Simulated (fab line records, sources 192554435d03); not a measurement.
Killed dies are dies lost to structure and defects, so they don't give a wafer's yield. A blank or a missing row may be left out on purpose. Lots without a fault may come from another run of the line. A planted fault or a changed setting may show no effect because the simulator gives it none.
fab line records | flow n5_finfet
record lots=5 wafers=12 last_day=18
route steps=1938 shown SD_EPI_N@263 BEOL_M4@1111
lots that met no fault: from a run of the same line without faults
start_h: hours from the record's first day to the start of the lot's first wafer shown | wait_h: hours since the lot's step before | " the same as in the row above | L1.1+2: a row that stands for several wafers | - no value, or no start given | * or withheld: withheld | < > ~ a bound
route shown NAME@n: a module of which the file shows steps, and the number in the route of the first | usual: mean/standard deviation of fault-free wafers | same: alike in all rows | chamber/n: place in a boat | sites: the reading at each site | _std_site: their standard deviation | _edge_site: outer sites' mean less inner sites' | radius_mm: how far each site lies from the wafer's centre | mask NAME#n: copy n | behind: the tool/chamber that last shaped the wafer | hold: why the lot was held/for how many hours/how that ended | device: the transistor (n, p or np) that didn't switch | end of line: the same wafers' tests at the end of the route | a step without rows: its recipe alone | killed: dies lost to structure and defects at the first sort, not the wafer's yield | map: a wafer's dies, x killed, . not, _ none there
set.NAME: the setting as run; set.NAME@STEP: as run at that earlier step | model.NAME: the simulator's own value behind a step, which no gauge read
lots at some steps of the route; a table a step, a row a wafer
services: from which hour (start_h, from the record's first day; less than 0 if before it) a tool's chamber was out of use, for how many hours, and why
## steps
# step N5_SD_EPI_N_COAT_33
# recipe resist=SiARC temp_c=220 time_s=60 spin_rpm=1500 resist_thk_nm=35
# step N5_SD_EPI_N_COAT_03
# recipe resist=CAR-ArF-block spin_rpm=1500 resist_thk_nm=150
# step N5_SD_EPI_N_EBR_05
# recipe solvent=PGMEA ebr_width_mm=1.5
# step N5_SD_EPI_N_SOFTBAKE_04
# recipe temp_c=110 time_s=60 resist=CAR-ArF-block
# step N5_SD_EPI_N_EXPOSE_06
# recipe mask_id=SD_N_BLK na=1.35 source_shape=conventional sigma_outer=0.8 polarization=unpolarized target_cd_nm=120 dose_mj=39.75
# step N5_SD_EPI_N_PEB_07
# recipe peb_temp_c=110 peb_time_s=60 resist=CAR-ArF-block
# step N5_SD_EPI_N_DEVELOP_08
# recipe develop_time_s=30 developer=TMAH resist=CAR-ArF-block dev_temp_c=23 rinse_liquid=diw dry=air_spin
# step N5_SD_EPI_N_DESCUM_14
# recipe chemistry=O2 time_s=7.9 source_power_w=50 bias_power_w=20 pressure_mtorr=20 rf_frequency_hz=2.712e+07 temp_c=40 resist=CAR-ArF-block o2_flow_sccm=225
# step N5_SD_EPI_N_ETCH_34
# recipe chemistry=CF4 target=SiARC target_depth_a=455 mask_material=CAR-ArF-block time_s=75.8 ion_energy_ev=80 pressure_mtorr=40 source_w=545 bias_w=36 Ar_flow_sccm=100 cf4_flow_sccm=100 ends=cleared
# step N5_SD_EPI_N_ETCH_35
# recipe chemistry=N2/H2 target=SOC overetch_a=1080 mask_material=SiARC temp_c=40 ion_energy_ev=100 source_w=3000 bias_w=133 pressure_mtorr=20 time_s=486 n2_flow_sccm=200 h2_flow_sccm=200
# usual drypump_motor_current_A=5.6/0.56 oes_product_au=0.67/0.059 rf_vpp_V=240.2/1.3 showerhead_plenum_p_Torr=2.50/0.072 throttle_valve_pct=23.9/0.3
# columns lot.wafer tool chamber start_h wait_h drypump_motor_current_A oes_product_au rf_hours_counter_h rf_vpp_V showerhead_plenum_p_Torr throttle_valve_pct model.SD_EPI_N.cd_nm model.SiARC_of_SD_EPI_N_COAT_33.thk_nm
L433.1 rie_diel-06 1 115.25 0.0 4.9 0.70 129 240.3 2.45 23.9 122.2 19.6
L433.4 " 3 " " 5.5 0.64 194 238.8 2.44 24.4 118 20
L433.6 " 3 " " 5.4 0.63 - 239.1 2.44 24.4 118.6 20
L441.1 rie_diel-06 0 164.16 0.0 5.6 0.68 161 241.5 2.53 23.6 120 19.4
L441.4 " 2 " " 6.7 0.55 242 238.4 2.40 23.9 122.8 17.2
L442.3 rie_diel-06 0 167.44 0.0 5.6 0.62 162 241.2 2.53 23.6 122.6 16.4
L442.4 " 3 " " 5.4 0.56 216 238.5 2.43 24.4 119.6 17.4
L443.2 rie_diel-05 2 176.34 0.0 5.5 0.61 242 242.0 2.61 23.8 117.8 20
L443.3 " 3 " " 6.1 0.65 198 242.4 2.62 24.0 120 19.8
L443.6 " 3 " " 6.1 0.64 - 241.6 2.62 24.1 118.2 19.8
L445.1 rie_diel-06 1 187.89 0.0 4.9 0.67 155 238.2 2.44 24.0 120.8 19.6
L445.4 " 0 " " 5.6 0.62 - 240.5 2.53 23.6 120.8 16.4
# step N5_SD_EPI_N_STRIP_36
# recipe chemistry=N2/H2 temp_c=40 n2_flow_sccm=200 h2_flow_sccm=200 rf_frequency_hz=6e+07
# step N5_SD_EPI_N_ETCHBACK_44
# recipe chemistry=CH3F/O2 mode=anisotropic_etchback target=SiNx target_depth_a=145 stop_on=SiO2 over_etch_frac=0.3 ion_energy_ev=120 pressure_mtorr=30 source_w=395 bias_w=73 Ar_flow_sccm=150 CH3F_flow_sccm=30 O2_flow_sccm=20
# step N5_SD_EPI_N_ETCH_45
# recipe chemistry=CH3F/O2 target=SiOCN target_depth_a=60 mask_material=SOC ion_energy_ev=60 bias_w=29 pressure_mtorr=15 source_w=410 Ar_flow_sccm=150 CH3F_flow_sccm=30 O2_flow_sccm=20
# step N5_SD_EPI_N_ETCH_16
# recipe chemistry=CHF3/O2 target=SiO2 target_depth_a=50 mask_material=SOC pressure_mtorr=30 source_w=650 bias_w=170 Ar_flow_sccm=200 CHF3_flow_sccm=50 O2_flow_sccm=5 ion_energy_ev=200
# usual CHF3_flow_sccm=50.00/0.14 drypump_motor_current_A=5.6/0.56 oes_o_777_au=0.75/0.074 oes_product_au=0.75/0.07 rf_vpp_V=525/6.8 showerhead_plenum_p_Torr=2.38/0.069 throttle_valve_pct=18.98/0.23
# columns lot.wafer tool chamber start_h wait_h CHF3_flow_sccm drypump_motor_current_A oes_o_777_au oes_product_au rf_hours_counter_h rf_vpp_V showerhead_plenum_p_Torr throttle_valve_pct model.SiARC_of_SD_EPI_N_COAT_33.thk_nm
L433.1 rie_diel-06 1 115.77 0.1 50.10 4.9 0.79 0.78 129 515 2.34 19.28 12.4
L433.4 " 3 " " 50.31 5.4 0.69 0.70 194 532 2.31 19.12 12.8
L433.6 " 3 " " 50.21 5.5 0.68 0.70 - 530 2.31 19.12 12.6
L441.1 rie_diel-06 0 164.68 0.1 50.11 5.6 0.77 0.78 161 524 2.43 19.03 12
L441.4 " 2 " " 49.86 6.7 0.67 0.67 242 520 2.29 18.93 9.8
L442.3 rie_diel-06 0 167.96 0.1 50.08 5.6 0.76 0.77 162 523 2.43 19.02 8.8
L442.4 " 3 " " 49.89 5.4 0.68 0.69 216 531 2.30 19.16 10
L443.2 rie_diel-05 2 176.86 0.1 50.20 5.5 0.68 0.66 242 537 2.47 18.77 12.8
L443.3 " 3 " " 50.31 6.1 0.70 0.72 198 529 2.49 19.31 12.6
L443.6 " 3 " " 49.87 6.1 0.70 0.71 - 529 2.49 19.30 12.4
L445.1 rie_diel-06 1 188.42 0.1 50.10 4.9 0.77 0.76 156 516 2.33 19.32 12.4
L445.4 " 0 " " 49.85 5.6 0.76 0.77 - 524 2.43 19.03 8.8
# step N5_SD_EPI_N_STRIP_47
# recipe chemistry=CHF3/O2 resist=SiARC rf_frequency_hz=6e+07
# step N5_SD_EPI_N_SD_RECESS_17
# recipe chemistry=HBr/Cl2/O2 target_depth_a=410 mask_material=SOC time_s=23.7 bt_time_s=3 pressure_mtorr=10 icp_w=800 bias_w=112 HBr_flow_sccm=150 Cl2_flow_sccm=80 O2_flow_sccm=12
# usual drypump_motor_current_A=5.6/0.47 oes_o_777_au=1.007/0.028 oes_product_au=1.004/0.018 throttle_valve_pct=37.0/0.34
# columns lot.wafer tool chamber start_h wait_h drypump_motor_current_A oes_o_777_au oes_product_au rf_hours_counter_h throttle_valve_pct model.SD_EPI_N.cd_nm
L433.1 rie_si-04 2 115.84 0.0 5.2 1.021 0.977 111 36.7 122.4
L433.4 " 1 " " 5.2 1.002 0.994 9 36.7 118.2
L433.6 " 1 " " 5.2 1.009 0.997 - 36.7 118.6
L441.1 rie_si-01 0 164.75 0.0 6.3 0.998 1.012 35 37.0 119.8
L441.4 " 1 " " 5.8 1.053 1.025 150 37.0 122.6
L442.3 rie_si-04 0 168.03 0.0 5.9 1.005 1.020 77 37.3 122.8
L442.4 " 1 " " 5.1 1.010 1.011 11 36.7 119.6
L443.2 rie_si-04 0 176.94 0.0 5.9 1.007 1.021 77 37.3 118
L443.3 " 3 " " 5.3 1.035 0.999 182 36.4 120.2
L443.6 " 2 " " 5.2 1.025 0.985 - 36.7 118.4
L445.1 rie_si-03 2 188.49 0.0 5.9 0.979 1.018 5 37.0 121
L445.4 " 0 " " 5.6 0.968 0.989 11 36.8 120.8
# step N5_SD_EPI_N_STRIP_38
# recipe chemistry=N2/H2 power_w=1000 temp_c=250 h2_frac=0.65 overash_fraction=0.3 pressure_mtorr=withheld n2_flow_sccm=1750 h2_flow_sccm=3250
# step N5_BEOL_M4_RC_MEAS_101
# usual DIBL_N=36.0/1.8 DIBL_P=36.3/2.4 IOFF_N=0.16/0.035 IOFF_P=0.21/0.036 ION_N=673/13 ION_P=461/7.2 SS_N=71.4/0.6 SS_P=73.2/0.7 VT_N=250/4 VT_P=-250.9/2.9
# columns lot.wafer tool chamber start_h wait_h DIBL_N[mV/V] DIBL_P[mV/V] IOFF_N[nA/um] IOFF_P[nA/um] ION_N[uA/um] ION_P[uA/um] SS_N[mV/dec] SS_P[mV/dec] VT_N[mV] VT_P[mV]
L433.1 prober-01 0 227.24 0.0 35.5 36.2 0.13 0.20 670 459 70.3 73.5 254 -251.5
L433.4 " 0 " " 38.4 39.8 0.18 0.28 664 463 71.5 73.8 253 -247.4
L433.6 " 0 " " 36.6 36.9 0.13 0.22 661 456 70.8 73.2 253 -249.7
L441.1 prober-01 0 281.20 0.0 35.8 36.1 0.14 0.19 667 454 71.3 73.7 254 -248.7
L441.4 " 0 " " 34.6 34.1 0.12 0.16 641 444 71.3 73.0 258 -252.7
L442.3 prober-02 0 287.29 0.3 37.3 36.4 0.17 0.21 680 460 71.5 73.5 248 -250.0
L442.4 " 0 " " 34.4 33.1 0.11 0.16 662 458 70.4 72.9 253 -258.8
L443.2 prober-01 0 316.53 0.2 37.0 35.1 0.16 0.21 658 455 71.8 73.0 250 -250.3
L443.3 " 0 " " 33.7 31.9 0.10 0.16 652 455 70.8 72.6 256 -254.5
L443.6 " 0 " " 34.6 33.9 0.11 0.18 654 457 71.3 73.2 254 -254.1
L445.1 prober-01 0 318.29 0.0 38.7 38.4 0.19 0.24 686 467 72.1 73.6 246 -247.2
L445.4 " 0 " " 39.2 37.3 0.19 0.22 676 459 71.9 74.3 248 -250.4
## services
# columns tool chamber start_h hours kind
rie_si-01 3 125.67 4.9 repair
rie_diel-05 - 147.49 16.3 repair
rie_si-04 2 180.64 10.8 repair
rie_diel-06 2 186.97 - clean
rie_diel-06 2 186.97 - consumable_replace:focus_ring
rie_diel-06 2 186.97 - consumable_replace:showerhead
rie_diel-06 2 186.97 13.7 scheduled_down
rie_diel-06 2 186.97 13.7 vent_cycle
## key
first_sign none at tools or gauges
model_effect step=N5_SD_EPI_N_ETCH_35 value=SD_EPI_N.cd_nm without=118.5 struck=121.5
model_effect step=N5_SD_EPI_N_ETCH_16 value=SiARC_of_SD_EPI_N_COAT_33.thk_nm without=12.3 struck=9.35
model_effect step=N5_SD_EPI_N_SD_RECESS_17 value=SD_EPI_N.cd_nm without=118.6 struck=121.5
met_at N5_SD_EPI_N_ETCH_35
struck_wafers L441.4,L442.3,L442.4,L445.4
onset_between 115.25 164.16
fault kind=process_parameter_drift tool=rie_diel-06 chamber=- onset_h=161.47 steps=N5_SD_EPI_N_ETCH_35 channel=time_s offset=* shape=step end_h=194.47 scope=struck_wafers_only acts_in=* stated=*
